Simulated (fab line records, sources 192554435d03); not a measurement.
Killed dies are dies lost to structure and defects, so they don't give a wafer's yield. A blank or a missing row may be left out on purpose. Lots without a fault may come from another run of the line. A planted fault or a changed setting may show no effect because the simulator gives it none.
A struck lot beside a sound one | flow n5_finfet | 14 steps out of a route of 1938
Sound: wafers L688.3, L688.4, L688.5. Struck: wafers L676.1, L676.5, L676.6. The cause comes at the end.
At each step with rows: each side's tool, then ch and its chambers, then its first start. Under that, the readings that differ: sound wafers | struck wafers | difference of the means | sigmas: that difference in standard deviations of wafers without a fault.
alike: readings whose means differ by less than 2 such deviations, and words and numbers that are the same on both sides. not compared: withheld readings, readings that some wafer has no value for, bounds like >300 that may hide the same value, and numbers for which the record gives no deviation and whose values overlap.
The two part at a step that has a row with sigmas, a row that says differs or no value, or rows on one side only. Numbers that don't overlap but have no deviation are shown without sigmas and don't part them. A reading that every wafer of one side lacks parts them only if that side has two wafers or more.

N5_PASSIVATION_STRIP_14: strips in O2.
  sound on rie_diel-02 ch 0,1, day 18 13:32; struck on rie_diel-05 ch 0,1,3, day 15 04:06
  alike: chamber_pressure_mTorr, drypump_motor_current_A, oes_product_au, rf_vpp_V, showerhead_plenum_p_Torr, throttle_valve_pct
  not compared: rf_hours_counter_h
N5_PASSIVATION_ETCH_15: etches SiCN in CF4/N2, target depth 75 nm, time 81.2 s.
  sound on rie_diel-02 ch 0,1; struck on rie_diel-05 ch 0,1,3
  alike: chamber_pressure_mTorr, drypump_motor_current_A, oes_product_au, rf_vpp_V, showerhead_plenum_p_Torr, throttle_valve_pct
  not compared: rf_hours_counter_h
then, 3 steps without rows for these wafers: N5_PASSIVATION_STRIP_73 (strips in post etch residue remover, time 60 s); N5_PASSIVATION_SRD_17 (time 30 s, dry time 30 s); N5_PASSIVATION_DEGAS_18 (time 60 s).
N5_PASSIVATION_PRE_CLEAN_19:
  sound on pvd_sputter-02, day 18 14:23; struck on pvd_sputter-02, day 15 04:25
  alike: heater_power_w
N5_PASSIVATION_SPUTTER_20: material TaN, target thk 50 nm.
  sound on pvd_sputter-02, day 18 14:25; struck on pvd_sputter-02, day 15 04:28
  alike: throttle_valve_pct
N5_PASSIVATION_AL_DEP_21: deposits Al, target thk 2800 nm, time 170 s.
  sound on pvd_sputter-02, day 18 14:31; struck on pvd_sputter-02, day 15 04:34
  alike: throttle_valve_pct
then, 4 steps without rows for these wafers: N5_PASSIVATION_HMDS_23 (time 60 s); N5_PASSIVATION_COAT_24; N5_PASSIVATION_EBR_26; N5_PASSIVATION_SOFTBAKE_25 (time 90 s).
N5_PASSIVATION_EXPOSE_27: exposes mask PAD, defocus 0 nm.
  sound on krf_scanner-01 ch 0, day 18 14:50; struck on krf_scanner-02, day 15 04:52
  no value came back on the struck wafers for exposure_dose_mJ_cm2, focus_offset_nm (nm); on the sound wafers exposure_dose_mJ_cm2 reads 32.30 32.29 32.32
  alike: mask
then, 1 step without rows for these wafers: N5_PASSIVATION_PEB_28.

WHERE THEY PART
Only at N5_PASSIVATION_EXPOSE_27, within this record.

WHY: what the simulator had put in
Skipped step whole: krf_scanner-02, from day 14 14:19 on, at N5_PASSIVATION_EXPOSE_27. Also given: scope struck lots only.
